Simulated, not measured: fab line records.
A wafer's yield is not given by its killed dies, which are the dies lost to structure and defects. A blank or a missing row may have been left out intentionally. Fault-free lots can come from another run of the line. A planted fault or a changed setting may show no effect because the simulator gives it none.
Chamber matching / flow nand-harc / 3 sister chambers for NHARC_A_CONTACT_DEP_29 on pecvd-01
The step deposits SiON, target thk 70 nm. 6 wafers are shown with their chamber, then 8 later ones without.

## WAFERS, EACH WITH ITS CHAMBER
wafer=L080.5; chamber=0; heater-power-w (W)=641; susceptor-temp-C (C)=400.23
wafer=L082.6; chamber=1; heater-power-w (W)=736; susceptor-temp-C (C)=400.07
wafer=L090.4; chamber=1; heater-power-w (W)=861; susceptor-temp-C (C)=399.98
wafer=L090.5; chamber=2; heater-power-w (W)=629; susceptor-temp-C (C)=399.94
wafer=L090.6; chamber=0; heater-power-w (W)=611; susceptor-temp-C (C)=400.04
wafer=L093.1; chamber=2; heater-power-w (W)=631; susceptor-temp-C (C)=400.06

## WAFERS WITHOUT THEIR CHAMBER
wafer=L093.2; heater-power-w (W)=547; susceptor-temp-C (C)=399.75
wafer=L093.6; heater-power-w (W)=748; susceptor-temp-C (C)=399.66
wafer=L092.2; heater-power-w (W)=650; susceptor-temp-C (C)=400.10
wafer=L092.5; heater-power-w (W)=651; susceptor-temp-C (C)=399.89
wafer=L092.6; heater-power-w (W)=622; susceptor-temp-C (C)=399.73
wafer=L094.3; heater-power-w (W)=639; susceptor-temp-C (C)=400.22
wafer=L094.4; heater-power-w (W)=751; susceptor-temp-C (C)=400.06
wafer=L094.6; heater-power-w (W)=634; susceptor-temp-C (C)=400.06

## WHICH CHAMBER EACH WENT THROUGH
wafer=L093.2; from the rows above=can't be placed: 2 or 0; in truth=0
wafer=L093.6; from the rows above=can't be placed: 1 or 2 or 0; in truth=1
wafer=L092.2; from the rows above=can't be placed: 0 or 2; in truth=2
wafer=L092.5; from the rows above=can't be placed: 2 or 0 or 1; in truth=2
wafer=L092.6; from the rows above=can't be placed: 2 or 0 or 1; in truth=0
wafer=L094.3; from the rows above=can't be placed: 0 or 2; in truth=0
wafer=L094.4; from the rows above=can't be placed: 1 or 2 or 0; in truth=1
wafer=L094.6; from the rows above=can't be placed: 2 or 0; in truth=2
Correct placement for 0 of the 8. Not placeable from these rows: 8 (in 8, the candidates include the true chamber). Placed wrongly: 0.
How it was worked out, from the rows above alone: a wafer's distance from a chamber is the root of the sum, over the readings, of the square of ((its reading less the chamber's mean) divided by the reading's scatter). The wafer belongs to the nearest chamber; if the next one is less than 2 further off, it can't be placed. The mean given for a chamber averages the wafers shown for that chamber. The scatter: the root of (the sum of the squares of (reading less its chamber's mean) over the shown wafers, divided by (wafers less chambers)).
